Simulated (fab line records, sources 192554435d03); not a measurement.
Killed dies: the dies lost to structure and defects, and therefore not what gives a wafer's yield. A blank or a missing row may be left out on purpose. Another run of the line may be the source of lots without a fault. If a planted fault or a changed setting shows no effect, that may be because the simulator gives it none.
fab line records	flow n5_finfet
record: lots: 7	wafers: 39
route steps=1938 shown FIN_SAQP@110 SPACER0@260 SD_EPI_N@262 SDB@373 MOL_CONTACT_COAG@624 BEOL_M5@1112
start_h: hours from the record's first day to the start of the lot's first wafer shown	wait_h: hours since the lot's step before	" identical to the entry in the row above	L1.1+2: a single row standing in for several wafers	- no value, or no start given	* or withheld: withheld	< > ~ a bound
route shown NAME@n: NAME is a module with steps in the file, n the number in the route of the first one	usual: mean/standard deviation taken from wafers without a fault	same: alike in all rows	chamber/n: place in a boat	sites: each site's reading	_std_site: their standard deviation	_edge_site: outer sites' mean less inner sites'	radius_mm: how far each site lies from the wafer's centre	mask NAME#n: copy n	behind: the tool/chamber that last shaped the wafer	hold: why the lot was held/for how many hours/how that ended	device: the n, p or np transistor that did not switch	end of line: the same wafers' tests at the end of the route	where a step has no rows: the recipe by itself	killed: not the wafer's yield, but the dies lost to structure and defects at the first sort	map: dies across one wafer; x = killed, . = not, _ = none there
set.NAME: the setting that was run; set.NAME@STEP: the one run at that earlier step	model.NAME: the simulator's own value behind a step, which no gauge read
lots where settings were altered on purpose, with a table for each step and a row for each wafer
== steps ==
step: N5_FIN_SAQP_DEVELOP_15
recipe: develop_time_s: 30	developer: TMAH	resist: CAR-ArF	dev_temp_c: 23	rinse_liquid: diw	dry: air_spin
lot.wafer	tool	chamber	start_h	wait_h	set.develop_time_s
L079.1+4+6	litho_track-05	0	-	-	30
L079.2+3+5	"	0	"	"	15.31
L081.1+2+4	litho_track-04	0	-	-	30
L082.1+2+3	litho_track-01	0	-	-	30
L082.4+5+6	"	0	"	"	39.18
L083.1+5+6	litho_track-04	0	-	-	30
L083.2+3+4	"	0	"	"	36.97
L085.1+5+6	litho_track-01	0	-	-	39.95
L085.2+3+4	"	0	"	"	30
L091.1+2+3+4+5+6	litho_track-04	0	-	-	30
L095.1+2+3	litho_track-04	0	-	-	17.1
L095.4+5+6	"	0	"	"	30
step: N5_FIN_SAQP_CD_MEAS_16
recipe: target_cd_nm: 35.6	landing_energy_ev: 500	detector: se_inlens
usual: cd_nm: 35.4/0.34
lot.wafer	tool	chamber	start_h	wait_h	set.develop_time_s@FIN_SAQP_DEVELOP_15	cd_nm
L079.1	cd_sem-01	0	51.28	-	30	35.2
L079.2	"	0	"	"	15.31	37.8
L079.3	"	0	"	"	15.31	36.8
L079.4	"	0	"	"	30	35.5
L079.5	"	0	"	"	15.31	36.9
L079.6	"	0	"	"	30	35.3
L081.1	cd_sem-03	0	63.47	-	30	35.6
L081.2	"	0	"	"	30	35.5
L081.4	"	0	"	"	30	35.3
L082.1	cd_sem-01	0	70.04	-	30	35.1
L082.2	"	0	"	"	30	36.0
L082.3	"	0	"	"	30	35.5
L082.4	"	0	"	"	39.18	34.6
L082.5	"	0	"	"	39.18	35.2
L082.6	"	0	"	"	39.18	34.8
L083.1	cd_sem-03	0	77.50	-	30	35.0
L083.2	"	0	"	"	36.97	34.9
L083.3	"	0	"	"	36.97	34.7
L083.4	"	0	"	"	36.97	34.9
L083.5	"	0	"	"	30	35.8
L083.6	"	0	"	"	30	36.0
L085.1	cd_sem-03	0	87.86	-	39.95	35.4
L085.2	"	0	"	"	30	36.0
L085.3	"	0	"	"	30	35.8
L085.4	"	0	"	"	30	36.3
L085.5	"	0	"	"	39.95	35.6
L085.6	"	0	"	"	39.95	34.9
L091.1	cd_sem-02	0	123.59	-	30	35.6
L091.2	"	0	"	"	30	35.2
L091.3	"	0	"	"	30	35.3
L091.4	"	0	"	"	30	35.0
L091.5	"	0	"	"	30	34.7
L091.6	"	0	"	"	30	35.2
L095.1	cd_sem-03	0	147.71	-	17.1	36.5
L095.2	"	0	"	"	17.1	36.8
L095.3	"	0	"	"	17.1	37.1
L095.4	"	0	"	"	30	35.2
L095.5	"	0	"	"	30	35.7
L095.6	"	0	"	"	30	35.6
step: N5_SPACER0_ALD_08
recipe: material: SiNx	target_thk_a: 20	temp_c: 400	ald_precursor_family: SiH2I2	ald_co_reactant: N2/H2-plasma	pressure_torr: 2
lot.wafer	tool	chamber	start_h	wait_h	set.target_thk_a	model.SiNx_of_SPACER0_ALD_08.thk_nm
L079.1+5+6	ald_sin-04	3,3,0	82.38	0.1	20	2
L079.2+3+4	"	1,0,2	"	"	25.84	2.6
L081.1+2+4	ald_sin-04	3,0,2	91.56	0.1	20	2
L082.1+2+6	ald_sin-04	0,2,1	96.89	0.1	14.45	1.4
L082.3+4+5	"	3,1,0	"	"	20	2
L083.1+3+4	ald_sin-02	0,1,2	106.52	0.1	13.7	1.4
L083.2+5+6	"	3,1,0	"	"	20	2
L085.1+4+6	ald_sin-02	2,1,3	117.96	0.1	27.61	2.8
L085.2+3+5	"	3,0,2	"	"	20	2
L091.1+2+3	ald_sin-04	0,1,2	157.46	0.1	27.16	2.8
L091.4+5+6	"	3,0,3	"	"	20	2
L095.1+2+6	ald_sin-02	0,1,0	174.18	0.1	20	2
L095.3+4+5	"	2,3,1	"	"	27.06	2.8
step: N5_SD_EPI_N_COAT_32
recipe: resist: SOC	temp_c: 250	time_s: 60	spin_rpm: 1500	resist_thk_nm: 350
step: N5_SD_EPI_N_SD_RECESS_17
recipe: chemistry: HBr/Cl2/O2	target_depth_a: 410	mask_material: SOC	time_s: 23.7	bt_time_s: 3	pressure_mtorr: 10	icp_w: 800	bias_w: 112	HBr_flow_sccm: 150	Cl2_flow_sccm: 80	O2_flow_sccm: 12
step: N5_SD_EPI_N_STRIP_38
recipe: chemistry: N2/H2	power_w: 1000	temp_c: 250	h2_frac: 0.65	overash_fraction: 0.3	pressure_mtorr: withheld	n2_flow_sccm: 1750	h2_flow_sccm: 3250
step: N5_SD_EPI_N_WET_ETCH_43
recipe: chemistry: dHF	dilution: withheld	time_s: 14	target: SiO2	target_depth_a: 15	temp_c: 25
lot.wafer	tool	chamber	start_h	wait_h	set.target_thk_a@SPACER0_ALD_08	model.SiNx_of_SPACER0_ALD_08.thk_nm
L079.1+5+6	wet_bench-03	4,2,7	83.77	-	20	1.6
L079.2+3	"	0,1	"	"	25.84	2
L079.4	"	3	"	"	25.84	2.2
L081.1+2+4	wet_bench-04	0,6,1	93.45	-	20	1.6
L082.1+2+6	wet_bench-03	4,6,3	98.28	-	14.45	1
L082.3+4+5	"	2,7,5	"	"	20	1.6
L083.1+4	wet_bench-06	7,3	107.95	-	13.7	1
L083.2+5+6	"	6,4,2	"	"	20	1.6
L083.3	"	5	"	"	13.7	0.8
L085.1+4+6	wet_bench-06	4,7,0	119.37	-	27.61	2.2
L085.2+3+5	"	3,6,5	"	"	20	1.6
L091.1+2+3	wet_bench-04	3,0,7	158.99	-	27.16	2.2
L091.4+5+6	"	4,5,6	"	"	20	1.6
L095.1+2+6	wet_bench-03	5,4,1	175.69	-	20	1.6
L095.3+4+5	"	7,0,6	"	"	27.06	2.2
step: N5_SDB_ALD_29
recipe: material: SiNx	target_thk_a: 300	temp_c: 400	ald_precursor_family: SiH2I2	ald_co_reactant: N2/H2-plasma	pulse_time_s: 1	ald_cycles: 600	purge_time_s: 2	co_reactant_purge_time_s: 2	pressure_torr: 2
lot.wafer	tool	chamber	start_h	wait_h	set.ald_cycles	model.SiNx_of_SDB_ALD_29.thk_nm
L079.1+3+4+5+6	ald_sin-04	3,1,2,2,1	101.13	0.7	600	30.2
L079.2	"	0	"	"	600	30
L081.1+2	ald_sin-01	2,0	111.89	0.0	600	30
L081.4	"	1	"	"	600	29.8
L082.1+4	ald_sin-01	1,0	117.35	0.0	804	40.4
L082.2	"	3	"	"	804	40.2
L082.3+5	"	2,3	"	"	600	30
L082.6	"	0	118.70	1.4	600	30.2
L083.1+6	ald_sin-03	1,2	125.16	0.0	366	18.4
L083.2+5	"	0,1	"	"	600	29.8
L083.3	"	3	"	"	366	18
L083.4	"	2	"	"	600	30
L085.1+2+3+6	ald_sin-04	3,0,2,0	135.52	0.0	600	29.8
L085.4+5	"	1	"	"	600	30
L091.1	ald_sin-03	1	175.47	0.0	349	17.4
L091.2	"	3	"	"	349	17.6
L091.3	"	0	"	"	600	30
L091.4	"	2	"	"	349	17.8
L091.5	"	1	176.83	1.4	600	29.8
L091.6	"	2	"	"	600	30.2
L095.1	ald_sin-03	3	194.27	0.0	600	30.4
L095.2+5	"	0,2	"	"	600	30.2
L095.3+6	"	2,3	"	"	490	24.8
L095.4	"	1	"	"	490	24.6
step: N5_SDB_CMP_30
recipe: stop_on: poly-Si	t_overpolish_s: 1.54	post_cmp_clean: alkaline_brush	down_force_psi: 4.1491	platen_rpm: 51.796	pad_velocity_m_s: 1.0306	target_thk_nm: 30
lot.wafer	tool	chamber	start_h	wait_h	set.ald_cycles@SDB_ALD_29	model.SiNx_of_SDB_ALD_29.thk_nm
L079.2	cmp-02	3	103.87	1.4	600	30
L079.1+3+4+5+6	"	0,1,2,3,0	"	"	600	30.2
L081.1+2	cmp-02	0,1	114.66	1.4	600	30
L081.4	"	3	"	"	600	29.8
L082.3+5	cmp-01	2	120.10	1.4	600	30
L082.4	"	3	"	"	804	28
L082.1	"	0	"	"	804	29.8
L082.2	"	1	"	"	804	28.6
L082.6	"	3	"	"	600	30.2
L083.4	cmp-04	0	127.90	1.4	600	30
L083.2+5	"	1	"	"	600	29.8
L083.3	"	2	"	"	366	18
L083.1+6	"	3,0	"	"	366	18.4
L085.3+2+1+6	cmp-01	0,2,3,1	138.25	1.4	600	29.8
L085.4+5	"	1,0	"	"	600	30
L091.1	cmp-02	0	178.21	1.4	349	17.4
L091.2	"	1	"	"	349	17.6
L091.3	"	2	"	"	600	30
L091.4	"	3	"	"	349	17.8
L091.5	"	0	"	"	600	29.8
L091.6	"	1	"	"	600	30.2
L095.1	cmp-02	0	197.00	1.4	600	30.4
L095.2+5	"	1	"	"	600	30.2
L095.4	"	2	"	"	490	24.6
L095.3+6	"	3,0	"	"	490	24.8
step: N5_MOL_CONTACT_COAG_CVD_140
recipe: material: W	target_thk_a: 665	mode: selective_fill	temp_c: 300	time_s: 215
lot.wafer	tool	chamber	start_h	wait_h	set.target_thk_a	model.W_of_MOL_CONTACT_COAG_CVD_140.thk_nm
L079.1	cvd_w-01	1	139.65	0.1	888.5	89
L079.2	"	0	"	"	665	66.8
L079.3+4	"	1,0	"	"	888.5	89.4
L079.5+6	"	1,0	"	"	665	67.2
L081.1	cvd_w-02	0	144.81	0.1	665	66
L081.2	"	1	"	"	665	67
L081.4	"	0	"	"	665	66.8
L082.1	cvd_w-02	1	152.26	0.1	665	66.8
L082.2+5	"	0,1	"	"	847.1	84.8
L082.3	"	1	"	"	665	67.4
L082.4	"	0	"	"	665	65.6
L082.6	"	0	"	"	847.1	84.2
L083.1	cvd_w-01	0	157.76	0.1	665	66
L083.2	"	1	"	"	665	66.2
L083.3	"	1	"	"	665	66.8
L083.4	"	0	"	"	379.4	37.8
L083.5	"	0	"	"	379.4	37.6
L083.6	"	1	"	"	379.4	38.4
L085.1	cvd_w-01	1	168.62	0.1	411.3	41.2
L085.2	"	0	"	"	411.3	41.4
L085.3	"	0	"	"	665	67.2
L085.4+6	"	1	"	"	665	67
L085.5	"	0	"	"	411.3	40.6
L091.1	cvd_w-02	1	209.08	0.1	665	66.2
L091.2	"	0	"	"	1005	100.2
L091.3	"	0	"	"	1005	99.8
L091.4	"	1	"	"	665	66.4
L091.5	"	0	"	"	1005	99
L091.6	"	1	"	"	665	66
L095.1	cvd_w-02	1	227.98	0.1	1002	101
L095.2+6	"	0	"	"	665	66
L095.3	"	0	"	"	665	65.2
L095.4	"	1	"	"	1002	100.8
L095.5	"	1	"	"	1002	100.2
step: N5_MOL_CONTACT_COAG_PRECLEAN_127
recipe: chemistry: DIW	time_s: 57.5	temp_c: 23
step: N5_MOL_CONTACT_COAG_SRD_128
recipe: dry_time_s: 32	dry: n2_spin	spin_rpm: 1500
step: N5_MOL_CONTACT_COAG_CMP_52
recipe: stop_on: SiO2	t_overpolish_s: 1.5	post_cmp_clean: w_dilute_nh4oh	down_force_psi: 4	platen_rpm: 50.289	pad_velocity_m_s: 1.0006	target_thk_nm: 66.5
lot.wafer	tool	chamber	start_h	wait_h	set.target_thk_a@MOL_CONTACT_COAG_CVD_140	model.W_of_MOL_CONTACT_COAG_CVD_140.thk_nm
L079.3	cmp-03	2	139.97	0.0	888.5	68
L079.1	"	3	"	"	888.5	67.8
L079.2	"	0	"	"	665	66.8
L079.4	"	1	"	"	888.5	69.4
L079.5+6	"	2,3	"	"	665	67.2
L081.2	cmp-03	2	145.19	0.1	665	67
L081.4	"	0	"	"	665	66.8
L081.1	"	1	"	"	665	66
L082.4	cmp-01	0	152.58	0.0	665	65.6
L082.1	"	1	"	"	665	66.8
L082.2	"	2	"	"	847.1	65.6
L082.3	"	3	"	"	665	67.4
L082.6	"	0	"	"	847.1	66.2
L082.5	"	1	"	"	847.1	67.4
L083.3	cmp-01	0	158.08	0.0	665	66.8
L083.2	"	1	"	"	665	66.2
L083.4	"	2	"	"	379.4	37.8
L083.1	"	3	"	"	665	66
L083.6	"	0	"	"	379.4	38.4
L083.5	"	1	"	"	379.4	37.6
L085.1	cmp-04	3	168.94	0.0	411.3	41.2
L085.3	"	0	"	"	665	67.2
L085.4+6	"	1,0	"	"	665	67
L085.2	"	2	"	"	411.3	41.4
L085.5	"	3	"	"	411.3	40.6
L091.3	cmp-01	0	209.40	0.0	1005	66.8
L091.1	"	1	"	"	665	66.2
L091.2	"	2	"	"	1005	66.6
L091.4	"	3	"	"	665	66.4
L091.6	"	0	"	"	665	66
L091.5	"	1	"	"	1005	66.4
L095.1+5	cmp-01	3	228.30	0.0	1002	65.8
L095.4	"	0	"	"	1002	66
L095.2+6	"	1,0	"	"	665	66
L095.3	"	2	"	"	665	65.2
step: N5_BEOL_M5_ILD_DEP_00
recipe: material: SiCOH_lowk	target_thk_a: 1406.4	temp_c: 300	precursor: DEMS/porogen	pressure_torr: 5	rf_w: 500	time_s: 25.9
lot.wafer	tool	chamber	start_h	wait_h	set.target_thk_a	model.SiCOH_lowk_of_BEOL_M5_ILD_DEP_00.thk_nm
L079.1	pecvd-02	0	207.13	0.8	1406.4	137
L079.2	"	1	"	"	1406.4	139.6
L079.3	"	2	"	"	1406.4	139.4
L079.4	"	2	"	"	1406.4	142.2
L079.5	"	1	"	"	1406.4	141.2
L079.6	"	0	"	"	1406.4	140
L082.1	pecvd-01	0	211.13	0.8	2005	199
L082.2	"	1	"	"	2005	196.8
L082.3	"	2	"	"	2005	197
L082.4	"	1	"	"	1406.4	141
L082.5	"	0	"	"	1406.4	141.4
L082.6	"	2	"	"	1406.4	140.2
L083.1	pecvd-02	0	214.15	0.8	1646	162.4
L083.2+3	"	1,2	"	"	1406.4	141.4
L083.4	"	2	"	"	1646	166
L083.5	"	0	"	"	1646	164.6
L083.6	"	1	"	"	1406.4	144.2
L081.1	pecvd-02	0	221.37	0.8	1406.4	135.6
L081.2	"	2	"	"	1406.4	139.2
L081.4	"	2	"	"	1406.4	140.6
L085.1	pecvd-02	2	242.62	0.8	1406.4	140.6
L085.2	"	1	"	"	1974	195.8
L085.3	"	0	"	"	1406.4	138.2
L085.4	"	1	"	"	1974	200
L085.5	"	2	"	"	1406.4	143.4
L085.6	"	0	"	"	1974	198.8
L091.1+3	pecvd-02	0,1	278.25	0.8	1123	108
L091.2	"	2	"	"	1406.4	137.8
L091.4	"	0	"	"	1406.4	138.8
L091.5	"	1	"	"	1123	110
L091.6	"	2	"	"	1406.4	140.4
L095.1	pecvd-02	0	307.52	0.8	613.7	60.6
L095.2	"	1	"	"	613.7	61
L095.3	"	2	"	"	1406.4	140.2
L095.4	"	0	"	"	613.7	60.2
L095.5	"	2	"	"	1406.4	141.6
L095.6	"	1	"	"	1406.4	141.4
step: N5_BEOL_M5_CURE_79
recipe: temp_c: 385	time_s: 240	ambient: He/Ar	material: SiCOH_lowk
lot.wafer	tool	chamber	start_h	wait_h	set.target_thk_a@BEOL_M5_ILD_DEP_00	model.SiCOH_lowk_of_BEOL_M5_ILD_DEP_00.thk_nm
L079.1	uv_cure-01	2	207.29	0.1	1406.4	117.8
L079.2	"	2	"	"	1406.4	120.2
L079.3	"	2	"	"	1406.4	119.8
L079.4	"	2	"	"	1406.4	122.2
L079.5	"	2	"	"	1406.4	121.6
L079.6	"	2	"	"	1406.4	120.4
L082.1	uv_cure-01	0	211.35	0.2	2005	171.8
L082.2	"	0	"	"	2005	169.8
L082.3	"	0	"	"	2005	170
L082.4	"	0	"	"	1406.4	121.4
L082.5	"	0	"	"	1406.4	121.8
L082.6	"	0	"	"	1406.4	120.6
L083.1	uv_cure-02	1	214.21	0.0	1646	139.8
L083.2+3	"	1	"	"	1406.4	121.8
L083.4	"	1	"	"	1646	143
L083.5	"	1	"	"	1646	141.8
L083.6	"	1	"	"	1406.4	124
L081.1	uv_cure-03	2	221.43	0.0	1406.4	116.6
L081.2	"	2	"	"	1406.4	119.6
L081.4	"	2	"	"	1406.4	121
L085.1	uv_cure-03	2	242.69	0.1	1406.4	121
L085.2	"	2	"	"	1974	169
L085.3	"	2	"	"	1406.4	118.8
L085.4	"	2	"	"	1974	172.8
L085.5	"	2	"	"	1406.4	123.4
L085.6	"	2	"	"	1974	171.6
L091.1+3	uv_cure-02	0	278.31	0.0	1123	92.8
L091.2	"	0	"	"	1406.4	118.6
L091.4	"	0	"	"	1406.4	119.4
L091.5	"	0	"	"	1123	94.4
L091.6	"	0	"	"	1406.4	120.8
L095.1	uv_cure-02	2	307.58	0.0	613.7	51.8
L095.2	"	2	"	"	613.7	52.4
L095.3	"	2	"	"	1406.4	120.6
L095.4	"	2	"	"	613.7	51.6
L095.5	"	2	"	"	1406.4	121.8
L095.6	"	2	"	"	1406.4	121.6
step: N5_BEOL_M5_THK_MEAS_01
recipe: reads: SiCOH_lowk_of_BEOL_M5_ILD_DEP_00
usual: M5_ILD_THK: 120.6/1.5
lot.wafer	tool	chamber	start_h	wait_h	set.target_thk_a@BEOL_M5_ILD_DEP_00	M5_ILD_THK[nm]
L079.1	film_metro-02	-	207.81	0.4	1406.4	117.8
L079.2	"	-	"	"	1406.4	120.3
L079.3	"	-	"	"	1406.4	119.8
L079.4	"	-	"	"	1406.4	122.3
L079.5	"	-	"	"	1406.4	121.5
L079.6	"	-	"	"	1406.4	120.4
L082.1	film_metro-02	-	211.86	0.4	2005	171.7
L082.2	"	-	"	"	2005	169.8
L082.3	"	-	"	"	2005	170.1
L082.4	"	-	"	"	1406.4	121.4
L082.5	"	-	"	"	1406.4	121.8
L082.6	"	-	"	"	1406.4	120.6
L083.1	film_metro-01	-	215.20	0.8	1646	139.9
L083.2	"	-	"	"	1406.4	121.7
L083.3	"	-	"	"	1406.4	121.7
L083.4	"	-	"	"	1646	143.1
L083.5	"	-	"	"	1646	141.9
L083.6	"	-	"	"	1406.4	124.0
L081.1	film_metro-02	-	221.94	0.4	1406.4	116.7
L081.2	"	-	"	"	1406.4	119.6
L081.4	"	-	"	"	1406.4	120.9
L085.1	film_metro-02	-	243.21	0.4	1406.4	120.9
L085.2	"	-	"	"	1974	169.0
L085.3	"	-	"	"	1406.4	118.9
L085.4	"	-	"	"	1974	172.7
L085.5	"	-	"	"	1406.4	123.5
L085.6	"	-	"	"	1974	171.5
L091.1	film_metro-02	-	278.82	0.4	1123	92.7
L091.2	"	-	"	"	1406.4	118.5
L091.3	"	-	"	"	1123	92.7
L091.4	"	-	"	"	1406.4	119.3
L091.5	"	-	"	"	1123	94.4
L091.6	"	-	"	"	1406.4	120.7
L095.1	film_metro-01	-	308.09	0.4	613.7	51.8
L095.2	"	-	"	"	613.7	52.3
L095.3	"	-	"	"	1406.4	120.5
L095.4	"	-	"	"	613.7	51.6
L095.5	"	-	"	"	1406.4	121.9
L095.6	"	-	"	"	1406.4	121.7
== key ==
split: step: N5_FIN_SAQP_DEVELOP_15	setting: develop_time_s	stated: 30	by: wafer
response: step: N5_FIN_SAQP_CD_MEAS_16	reading: cd_nm	change: -0.0303	per: 1%	r: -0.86
split: step: N5_SPACER0_ALD_08	setting: target_thk_a	stated: 20	by: wafer
response: step: N5_SPACER0_ALD_08	reading: model.SiNx_of_SPACER0_ALD_08.thk_nm	change: +0.0213	per: 1%	r: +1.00
response: step: N5_SD_EPI_N_WET_ETCH_43	reading: model.SiNx_of_SPACER0_ALD_08.thk_nm	change: +0.0177	per: 1%	r: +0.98
split: step: N5_SDB_ALD_29	setting: ald_cycles	stated: 600	by: wafer
response: step: N5_SDB_ALD_29	reading: model.SiNx_of_SDB_ALD_29.thk_nm	change: +0.298	per: 1%	r: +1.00
response: step: N5_SDB_CMP_30	reading: model.SiNx_of_SDB_ALD_29.thk_nm	shape: bent	at_lowest: 17.6	at_stated: 30.02	at_highest: 28.8
split: step: N5_MOL_CONTACT_COAG_CVD_140	setting: target_thk_a	stated: 665	by: wafer
response: step: N5_MOL_CONTACT_COAG_CVD_140	reading: model.W_of_MOL_CONTACT_COAG_CVD_140.thk_nm	change: +0.669	per: 1%	r: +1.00
response: step: N5_MOL_CONTACT_COAG_CMP_52	reading: model.W_of_MOL_CONTACT_COAG_CVD_140.thk_nm	shape: bent	at_lowest: 37.93	at_stated: 66.51	at_highest: 66.6
split: step: N5_BEOL_M5_ILD_DEP_00	setting: target_thk_a	stated: 1406.4	by: wafer
response: step: N5_BEOL_M5_ILD_DEP_00	reading: model.SiCOH_lowk_of_BEOL_M5_ILD_DEP_00.thk_nm	change: +1.4	per: 1%	r: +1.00
response: step: N5_BEOL_M5_CURE_79	reading: model.SiCOH_lowk_of_BEOL_M5_ILD_DEP_00.thk_nm	change: +1.21	per: 1%	r: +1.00
response: step: N5_BEOL_M5_THK_MEAS_01	reading: M5_ILD_THK	change: +1.21	per: 1%	r: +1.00
